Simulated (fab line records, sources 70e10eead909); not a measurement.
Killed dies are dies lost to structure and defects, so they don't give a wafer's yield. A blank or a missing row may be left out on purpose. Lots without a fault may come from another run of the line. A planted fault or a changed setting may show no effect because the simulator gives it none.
fab line records | flow nand_harc
record lots=6 wafers=18 last_day=24
route steps=1159 shown A_STAIRCASE@546 END@1159
lots that met no fault: from a run of the same line without faults
start_h: hours from the record's first day to the start of the lot's first wafer shown | wait_h: hours since the lot's step before | " the same as in the row above | L1.1+2: a row that stands for several wafers | - no value, or no start given | * or withheld: withheld | < > ~ a bound
route shown NAME@n: a module of which the file shows steps, and the number in the route of the first | usual: mean/standard deviation of fault-free wafers | same: alike in all rows | chamber/n: place in a boat | sites: the reading at each site | _std_site: their standard deviation | _edge_site: outer sites' mean less inner sites' | radius_mm: how far each site lies from the wafer's centre | mask NAME#n: copy n | behind: the tool/chamber that last shaped the wafer | hold: why the lot was held/for how many hours/how that ended | device: the transistor (n, p or np) that didn't switch | end of line: the same wafers' tests at the end of the route | a step without rows: its recipe alone | killed: dies lost to structure and defects at the first sort, not the wafer's yield | map: a wafer's dies, x killed, . not, _ none there
set.NAME: the setting as run; set.NAME@STEP: as run at that earlier step | model.NAME: the simulator's own value behind a step, which no gauge read
lots at some steps of the route; a table a step, a row a wafer
services: from which hour (start_h, from the record's first day; less than 0 if before it) a tool's chamber was out of use, for how many hours, and why
## steps
# step NHARC_A_STAIRCASE_HARDBAKE_10
# recipe temp_c=120 time_s=140
# step NHARC_A_STAIRCASE_DESCUM_11
# recipe time_s=3 o2_flow_sccm=200 ar_flow_sccm=0 bias_power_w=0 chemistry=O2
# step NHARC_A_STAIRCASE_TRIM_12
# recipe time_s=211.2 o2_flow_sccm=500 ar_flow_sccm=0 bias_w=0 chemistry=O2
# step NHARC_A_STAIRCASE_ETCH_13
# recipe target_depth_a=1000 time_s=40.5 ion_energy_ev=400 c4f8_flow_sccm=20 o2_flow_sccm=10 ar_flow_sccm=withheld rf_w=600 bias_w=1000 chemistry=C4F8/O2
# step NHARC_A_STAIRCASE_TRIM_14
# recipe time_s=211.2 o2_flow_sccm=500 ar_flow_sccm=0 bias_w=0 chemistry=O2
# step NHARC_A_STAIRCASE_ETCH_15
# recipe target_depth_a=1000 time_s=40.5 ion_energy_ev=400 c4f8_flow_sccm=20 o2_flow_sccm=10 ar_flow_sccm=withheld rf_w=600 bias_w=1000 chemistry=C4F8/O2
# step NHARC_A_STAIRCASE_TRIM_16
# recipe time_s=211.2 o2_flow_sccm=500 ar_flow_sccm=0 bias_w=0 chemistry=O2
# step NHARC_A_STAIRCASE_ETCH_17
# recipe target_depth_a=1000 time_s=40.5 ion_energy_ev=400 c4f8_flow_sccm=20 o2_flow_sccm=10 ar_flow_sccm=withheld rf_w=600 bias_w=1000 chemistry=C4F8/O2
# step NHARC_A_STAIRCASE_TRIM_18
# recipe time_s=211.2 o2_flow_sccm=500 ar_flow_sccm=0 bias_w=0 chemistry=O2
# step NHARC_A_STAIRCASE_ETCH_19
# recipe target_depth_a=1000 time_s=40.5 ion_energy_ev=400 c4f8_flow_sccm=20 o2_flow_sccm=10 ar_flow_sccm=withheld rf_w=600 bias_w=1000 chemistry=C4F8/O2
# step NHARC_A_STAIRCASE_TRIM_20
# recipe time_s=211.2 o2_flow_sccm=500 ar_flow_sccm=0 bias_w=0 chemistry=O2
# step NHARC_A_STAIRCASE_ETCH_21
# recipe target_depth_a=1000 time_s=40.5 ion_energy_ev=400 c4f8_flow_sccm=20 o2_flow_sccm=10 ar_flow_sccm=withheld rf_w=600 bias_w=1000 chemistry=C4F8/O2
# usual oes_product_au=0.940/0.019 rf_vpp_V=894/5.2
# columns lot.wafer tool chamber start_h wait_h oes_product_au rf_hours_counter_h rf_vpp_V
L206.3 rie_diel-04 0 250.14 - 0.949 47 899
L206.1 " 1 " " 0.935 48 897
L206.5 " 3 " " 0.963 - 890
L207.3 rie_diel-13 0 257.08 - 0.904 53 896
L207.5 " 3 " " 0.918 - 888
L207.6 " 0 " " 0.907 - 895
L216.1 rie_diel-13 3 332.52 - 0.969 17 888
L216.6 " 0 " " 0.918 - 897
L216.5 " 1 " " 0.935 - 891
L218.3 rie_diel-13 0 336.66 - 0.916 18 898
L218.1 " 1 " " 0.934 18 890
L218.5 " 0 " " 0.918 - 895
L223.2 rie_diel-03 1 366.16 - 0.918 49 892
L223.4 " 3 " " 0.922 45 901
L223.6 " 2 " " 0.920 - 887
L222.1 rie_diel-04 0 366.41 - 0.929 23 899
L222.4 " 1 " " 0.936 26 894
L222.6 " 1 " " 0.942 - 894
# step NHARC_A_STAIRCASE_TRIM_22
# recipe time_s=211.2 o2_flow_sccm=500 ar_flow_sccm=0 bias_w=0 chemistry=O2
# step NHARC_A_STAIRCASE_ETCH_23
# recipe target_depth_a=1000 time_s=40.5 ion_energy_ev=400 c4f8_flow_sccm=20 o2_flow_sccm=10 ar_flow_sccm=withheld rf_w=600 bias_w=1000 chemistry=C4F8/O2
# step NHARC_A_STAIRCASE_TRIM_24
# recipe time_s=211.2 o2_flow_sccm=500 ar_flow_sccm=0 bias_w=0 chemistry=O2
# step NHARC_A_STAIRCASE_ETCH_25
# recipe target_depth_a=1000 time_s=40.5 ion_energy_ev=400 c4f8_flow_sccm=20 o2_flow_sccm=10 ar_flow_sccm=withheld rf_w=600 bias_w=1000 chemistry=C4F8/O2
# step NHARC_A_STAIRCASE_TRIM_26
# recipe time_s=211.2 o2_flow_sccm=500 ar_flow_sccm=0 bias_w=0 chemistry=O2
# usual drypump_motor_current_A=5.9/0.46 oes_product_au=0.998/0.013 rf_vpp_V=57.6/0.89 showerhead_plenum_p_Torr=3.47/0.15 throttle_valve_pct=17.036/0.0094
# columns lot.wafer tool chamber start_h wait_h drypump_motor_current_A oes_product_au rf_hours_counter_h rf_vpp_V showerhead_plenum_p_Torr throttle_valve_pct
L206.3 rie_diel-04 0 - - 6.7 1.001 48 58.1 3.59 17.032
L206.1 " 2 " " 5.6 0.997 48 57.3 3.59 17.050
L206.5 " 3 " " 5.6 1.012 - 57.3 3.34 17.026
L207.3 rie_diel-13 2 - - 5.1 1.005 51 57.8 3.78 17.017
L207.6 " 2 " " 5.2 1.009 - 57.7 3.78 17.042
L207.5 " 3 " " 6.1 0.990 - 56.6 3.30 17.035
L216.1 rie_diel-13 2 - - 5.2 0.986 17 58.8 3.77 17.030
L216.5 " 3 " " 6.1 1.032 - 57.6 3.29 17.039
L216.6 " 0 " " 5.9 0.988 - 57.8 3.51 17.028
L218.1 rie_diel-13 2 - - 5.2 0.968 19 58.3 3.76 17.023
L218.3 " 3 " " 6.1 1.029 20 57.8 3.29 17.036
L218.5 " 2 " " 5.2 0.977 - 57.7 3.76 17.038
L223.2 rie_diel-03 3 - - 6.2 1.002 45 58.8 3.65 17.046
L223.4 " 1 " " 6.4 0.999 49 56.4 3.41 17.040
L223.6 " 0 " " 6.1 1.004 - 58.0 3.40 17.033
L222.4 rie_diel-04 0 - - 6.7 1.002 23 58.3 3.57 17.044
L222.1 " 3 " " 5.6 1.002 23 57.4 3.32 17.024
L222.6 " 0 " " 6.7 0.994 - 59.0 3.57 17.021
# step NHARC_A_STAIRCASE_ETCH_27
# recipe target_depth_a=1000 time_s=40.5 ion_energy_ev=400 c4f8_flow_sccm=20 o2_flow_sccm=10 ar_flow_sccm=withheld rf_w=600 bias_w=1000 chemistry=C4F8/O2
# usual oes_product_au=0.939/0.013 rf_vpp_V=894/5.5
# columns lot.wafer tool chamber start_h wait_h oes_product_au rf_hours_counter_h rf_vpp_V
L206.3 rie_diel-04 3 - - 0.954 47 890
L206.1 " 1 " " 0.952 49 896
L206.5 " 2 " " 0.945 - 899
L207.3 rie_diel-13 0 - - 0.925 53 895
L207.6 " 3 " " 0.925 - 888
L207.5 " 0 " " 0.926 - 894
L216.1 rie_diel-13 1 - - 0.941 17 889
L216.5 " 0 " " 0.926 - 895
L216.6 " 1 " " 0.938 - 891
L218.1 rie_diel-13 2 - - 0.923 19 904
L218.3 " 3 " " 0.960 20 887
L218.5 " 2 " " 0.908 - 906
L223.4 rie_diel-03 1 - - 0.954 49 891
L223.2 " 2 " " 0.963 44 888
L223.6 " 1 " " 0.953 - 893
L222.4 rie_diel-04 0 - - 0.927 23 897
L222.1 " 3 " " 0.939 23 889
L222.6 " 0 " " 0.924 - 898
# step NHARC_A_STAIRCASE_STRIP_175
# recipe power_w=1500 temp_c=250 chemistry=O2
# step NHARC_A_STAIRCASE_STRIP_148
# recipe time_s=900 temp_c=130 chemistry=SPM
# step NHARC_A_STAIRCASE_PRECLEAN_149
# recipe time_s=* temp_c=50 bath_age_min=0 chemistry=SC1
# step NHARC_A_STAIRCASE_SRD_150
# step NHARC_A_STAIRCASE_DEHYDRATE_176
# recipe temp_c=150 time_s=120
# step NHARC_A_STAIRCASE_HMDS_177
# recipe time_s=30
# step NHARC_A_STAIRCASE_COAT_178
# recipe spin_rpm=1200
# step NHARC_A_STAIRCASE_SOFTBAKE_179
# recipe temp_c=135 time_s=170
# step NHARC_A_STAIRCASE_EBR_180
# step NHARC_A_STAIRCASE_EXPOSE_181
# recipe na=0.5 dose_mj=27.87 mask_id=STAIR_2
# step NHARC_A_STAIRCASE_PEB_182
# recipe peb_temp_c=115 peb_time_s=130
# step NHARC_A_STAIRCASE_DEVELOP_183
# recipe time_s=140
# step NHARC_A_STAIRCASE_HARDBAKE_185
# recipe temp_c=120 time_s=140
# step NHARC_A_STAIRCASE_DESCUM_186
# recipe time_s=3 o2_flow_sccm=200 ar_flow_sccm=0 bias_power_w=0 chemistry=O2
# step NHARC_A_STAIRCASE_TRIM_187
# recipe time_s=211.2 o2_flow_sccm=500 ar_flow_sccm=0 bias_w=0 chemistry=O2
# step NHARC_A_STAIRCASE_ETCH_188
# recipe target_depth_a=1000 time_s=40.5 ion_energy_ev=400 c4f8_flow_sccm=20 o2_flow_sccm=10 ar_flow_sccm=withheld rf_w=600 bias_w=1000 chemistry=C4F8/O2
# step NHARC_A_STAIRCASE_TRIM_189
# recipe time_s=211.2 o2_flow_sccm=500 ar_flow_sccm=0 bias_w=0 chemistry=O2
# usual drypump_motor_current_A=5.8/0.57 oes_product_au=0.998/0.012 rf_vpp_V=57.6/0.99 showerhead_plenum_p_Torr=3.49/0.14 throttle_valve_pct=17.036/0.0094
# columns lot.wafer tool chamber start_h wait_h drypump_motor_current_A oes_product_au rf_hours_counter_h rf_vpp_V showerhead_plenum_p_Torr throttle_valve_pct
L206.3 rie_diel-03 0 - - 6.1 1.005 10 58.5 3.42 17.037
L206.1 " 2 " " 5.9 1.005 11 58.3 3.30 17.031
L206.5 " 1 " " 6.4 0.992 - 57.5 3.43 17.029
L207.3 rie_diel-04 0 - - 6.7 1.003 51 59.0 3.59 17.038
L207.5 " 3 " " 5.6 1.018 - 57.5 3.34 17.037
L207.6 " 0 " " 6.7 0.999 - 57.2 3.59 17.049
L216.1 rie_diel-04 2 - - 5.6 0.993 12 58.2 3.58 17.038
L216.5 " 1 " " 4.7 1.001 - 58.2 3.52 17.030
L216.6 " 2 " " 5.6 0.981 - 56.3 3.58 17.044
L218.3 rie_diel-03 3 - - 6.2 0.994 38 58.7 3.65 17.036
L218.1 " 1 " " 6.4 0.990 40 55.5 3.42 17.025
L218.5 " 3 " " 6.2 1.002 - 59.3 3.65 17.036
L223.2 rie_diel-13 2 - - 5.2 0.983 31 59.2 3.76 17.042
L223.4 " 3 " " 6.1 1.016 31 57.2 3.28 17.045
L223.6 " 2 " " 5.2 0.990 - 58.3 3.76 17.033
L222.4 rie_diel-03 3 - - 6.2 1.001 46 58.7 3.65 17.034
L222.1 " 1 " " 6.4 1.002 50 57.8 3.41 17.050
L222.6 " 3 " " 6.2 0.992 - 58.2 3.65 17.028
# step NHARC_A_STAIRCASE_ETCH_190
# recipe target_depth_a=1000 time_s=40.5 ion_energy_ev=400 c4f8_flow_sccm=20 o2_flow_sccm=10 ar_flow_sccm=withheld rf_w=600 bias_w=1000 chemistry=C4F8/O2
# step NHARC_A_STAIRCASE_TRIM_191
# recipe time_s=211.2 o2_flow_sccm=500 ar_flow_sccm=0 bias_w=0 chemistry=O2
# usual drypump_motor_current_A=5.8/0.56 oes_product_au=0.998/0.012 rf_vpp_V=57.6/0.94 showerhead_plenum_p_Torr=3.48/0.14 throttle_valve_pct=17.037/0.0091
# columns lot.wafer tool chamber start_h wait_h drypump_motor_current_A oes_product_au rf_hours_counter_h rf_vpp_V showerhead_plenum_p_Torr throttle_valve_pct
L206.3 rie_diel-03 2 - - 5.9 0.997 11 58.4 3.30 17.023
L206.1 " 3 " " 6.2 0.994 10 58.4 3.67 17.031
L206.5 " 2 " " 5.9 0.987 - 57.6 3.30 17.018
L207.3 rie_diel-04 1 - - 4.7 1.004 52 57.7 3.53 17.024
L207.5 " 3 " " 5.6 1.025 - 56.7 3.34 17.044
L207.6 " 0 " " 6.7 1.001 - 58.5 3.59 17.044
L216.1 rie_diel-04 3 - - 5.6 1.000 10 57.7 3.32 17.031
L216.6 " 2 " " 5.6 0.989 - 56.7 3.58 17.039
L216.5 " 3 " " 5.6 1.001 - 57.6 3.32 17.029
L218.3 rie_diel-03 1 - - 6.4 1.002 40 57.5 3.42 17.041
L218.1 " 2 " " 5.9 0.985 36 56.4 3.29 17.035
L218.5 " 0 " " 6.1 0.993 - 57.9 3.40 17.038
L223.2 rie_diel-13 0 - - 5.9 0.967 28 57.6 3.50 17.037
L223.4 " 1 " " 5.8 1.001 25 57.7 3.36 17.047
L223.6 " 3 " " 6.1 1.023 - 56.0 3.28 17.039
L222.1 rie_diel-03 1 - - 6.4 1.002 50 56.3 3.41 17.028
L222.4 " 2 " " 5.9 0.992 45 58.0 3.29 17.051
L222.6 " 1 " " 6.4 1.007 - 58.0 3.41 17.031
# step NHARC_A_STAIRCASE_ETCH_192
# recipe target_depth_a=1000 time_s=40.5 ion_energy_ev=400 c4f8_flow_sccm=20 o2_flow_sccm=10 ar_flow_sccm=withheld rf_w=600 bias_w=1000 chemistry=C4F8/O2
# usual oes_product_au=0.938/0.011 rf_vpp_V=894/5.1
# columns lot.wafer tool chamber start_h wait_h oes_product_au rf_hours_counter_h rf_vpp_V
L206.3 rie_diel-03 1 - - 0.932 11 891
L206.1 " 3 " " 0.926 10 901
L206.5 " 2 " " 0.942 - 888
L207.3 rie_diel-04 2 - - 0.945 50 898
L207.5 " 0 " " 0.943 - 898
L207.6 " 1 " " 0.947 - 896
L216.1 rie_diel-04 0 - - 0.934 10 898
L216.5 " 3 " " 0.933 - 888
L216.6 " 0 " " 0.929 - 898
L218.3 rie_diel-03 2 - - 0.935 36 886
L218.1 " 3 " " 0.928 38 901
L218.5 " 2 " " 0.941 - 887
L223.4 rie_diel-13 2 - - 0.930 31 905
L223.2 " 3 " " 0.962 31 886
L223.6 " 0 " " 0.922 - 896
L222.4 rie_diel-03 0 - - 0.936 51 890
L222.1 " 1 " " 0.941 50 892
L222.6 " 3 " " 0.940 - 900
# step NHARC_A_STAIRCASE_TRIM_193
# recipe time_s=211.2 o2_flow_sccm=500 ar_flow_sccm=0 bias_w=0 chemistry=O2
# step NHARC_END_SORT_01
# recipe temp_c=25
# usual killed_at_array=24/8.7 killed_at_other=0.8/1.2 killed_at_periphery=3.6/2.3 killed_dies=28/8.9 killed_open=3.2/1.9 killed_short=2.0/1.6
# same gross_dies=677
# columns lot.wafer tool chamber start_h wait_h killed_at_array killed_at_other killed_at_periphery killed_dies killed_open killed_short
L207.5 prober-01 0 483.29 3.7 12 0 6 18 5 1
L216.6 prober-01 0 550.17 4.0 61 0 3 64 3 0
L218.3 prober-01 0 563.33 3.1 66 0 3 69 3 1
L218.5 prober-01 0 564.95 3.7 72 1 0 73 2 2
L223.2 prober-02 0 570.39 2.8 28 0 3 31 1 0
L223.4 prober-02 0 571.99 3.4 24 0 3 27 0 1
L223.6 prober-02 0 573.60 4.0 29 0 4 33 2 3
# killed by level:class
L207.5 A_STAIRCASE:chamber_film_flake=5 P_M0:geometric_particle:open=2 A_CONTACT:chamber_film_flake=2 P_M2:geometric_particle:short=1 P_M2:geometric_particle:open=1 A_CONTACT:geometric_particle:open=1 A_M1:geometric_particle:open=1 P_STI:chamber_film_flake=1
L216.6 A_STAIRCASE:unspecified=44 A_CONTACT:chamber_film_flake=5 A_CHANNEL_HOLE_D1:chamber_film_flake=3 A_STAIRCASE:chamber_film_flake=2 A_SLIT:chamber_film_flake=2 A_M0:chamber_film_flake=2 P_M0:geometric_particle:open=1 A_CHANNEL_HOLE_D1:geometric_particle:open=1
L218.3 A_STAIRCASE:unspecified=44 A_SLIT:chamber_film_flake=15 A_CHANNEL_HOLE_D1:chamber_film_flake=2 P_M1:geometric_particle:open=1 A_ONON_D1:geometric_particle:open=1 A_M0:geometric_particle:open=1 A_M0:geometric_particle:short=1 P_ZERO_WELL:chamber_film_flake=1
L218.5 A_STAIRCASE:unspecified=43 A_SLIT:chamber_film_flake=16 A_CHANNEL_HOLE_D1:chamber_film_flake=9 A_ONON_D1:geometric_particle:short=1 A_SLIT:geometric_particle:short=1 A_WL_FILL:geometric_particle:open=1 STARTING-WAFER:geometric_particle:open=1 A_STAIRCASE:chamber_film_flake=1
L223.2 A_SLIT:chamber_film_flake=17 A_CONTACT:chamber_film_flake=4 A_CHANNEL_HOLE_D1:chamber_film_flake=3 P_GATE:chamber_film_flake=2 A_STAIRCASE:chamber_film_flake=2 A_SGD_CUT:geometric_particle:open=1 P_STI:chamber_film_flake=1 A_WL_FILL:chamber_film_flake=1
L223.4 A_SLIT:chamber_film_flake=11 A_CHANNEL_HOLE_D1:chamber_film_flake=5 A_CONTACT:chamber_film_flake=5 A_CHANNEL_HOLE_D1:geometric_particle:short=1 P_ZERO_WELL:chamber_film_flake=1 P_GATE:chamber_film_flake=1 P_M1:chamber_film_flake=1 A_STAIRCASE:chamber_film_flake=1
L223.6 A_SLIT:chamber_film_flake=13 A_CONTACT:chamber_film_flake=6 A_CHANNEL_HOLE_D1:chamber_film_flake=4 P_M1:chamber_film_flake=3 P_GATE:geometric_particle:open=1 A_CHANNEL_HOLE_D1:geometric_particle:short=1 A_CHANNEL_FILL_D1:geometric_particle:short=1 A_CONTACT:geometric_particle:short=1
# map L216.6 (x killed, . not)
____________.____________
_________......._________
_______..........._______
______....x........______
_____..............._____
____.........x.......____
____......x..........____
___...................___
___...................___
__.....................__
__..............x......__
_...........x..........._
_..............x..x....._
_..............x..x....._
_..............x..x....._
_....................x.._
...x.............x.......
...............x.........
...................x....x
......................x.x
..................x...xx.
_..............x.....xxx_
_...................xxxx_
_..................xxxxx_
_......x...........xxxxx_
_.................xxxxxx_
__.................xxxx__
__...............x.xxxx__
___................xxx___
___.................xx___
____................x____
____................x____
_____..............x_____
______.............______
_______..........._______
_________......._________
____________.____________
# map L218.5 (x killed, . not)
____________.____________
_________......._________
_______..x........_______
______.............______
_____..............._____
____............x....____
____.................____
___........x..........___
___...................___
__.....................__
__..............xx.....__
_......................._
_......................._
_......................._
_............x.........._
_...........x...x......._
.....x........x..........
.........................
.........................
........................x
.......................xx
_..................x.xxx_
_...................xxxx_
_..................xxxxx_
_...x.x............xxxxx_
_..................xxxxx_
__..................xxx__
__.......x........xxxxx__
___...x............xxx___
___...xx...........xxx___
____....x...........x____
____xxxx...........xx____
_____xxxxx.........._____
______xxx..........______
_______x.........._______
_________......._________
____________.____________
## services
# columns tool chamber start_h hours kind
rie_diel-13 0 231.07 - clean
rie_diel-13 1 231.07 - clean
rie_diel-13 2 231.07 - clean
rie_diel-13 3 231.07 - clean
rie_diel-04 0 245.05 - clean
rie_diel-04 1 245.05 - clean
rie_diel-04 2 245.05 - clean
rie_diel-04 3 245.05 - clean
rie_diel-03 0 248.86 - clean
rie_diel-03 1 248.86 - clean
rie_diel-03 2 248.86 - clean
rie_diel-03 3 248.86 - clean
rie_diel-13 0 255.57 - clean
rie_diel-13 1 255.57 - clean
rie_diel-13 2 255.57 - clean
rie_diel-13 3 255.57 - clean
rie_diel-04 0 269.55 - clean
rie_diel-04 1 269.55 - clean
rie_diel-04 2 269.55 - clean
rie_diel-04 3 269.55 - clean
rie_diel-13 - 276.36 9.0 pm
rie_diel-04 0 281.10 27.7 repair
rie_diel-04 3 289.98 12.9 repair
rie_diel-04 - 290.56 9.0 pm
## key
first_sign step=NHARC_END_SORT_01 reading=killed_at_array direction=up sigmas=4.8 usual=24 struck=66
effect step=NHARC_END_SORT_01 reading=killed_dies direction=up sigmas=4.5 usual=28 struck=69
more_kills_born_at NHARC_A_STAIRCASE_ETCH_21@rie_diel-13=131
met_at NHARC_A_STAIRCASE_ETCH_21
struck_wafers L216.6,L218.3,L218.5
tester_left_out L216,L218
onset_between 257.08 332.52
fault kind=chamber_particle_source tool=rie_diel-13 chamber=0 onset_h=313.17 steps=NHARC_A_STAIRCASE_ETCH_21 rate_per_visit_cm2=1.8473 end_h=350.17
# tester_left_out: of these lots the tester's yield and bins aren't shown, on N5 and GAA mostly nor the transistor test; their killed dies are dies lost to structure and defects alone, not to doping, threshold or leakage, so they don't give the yield
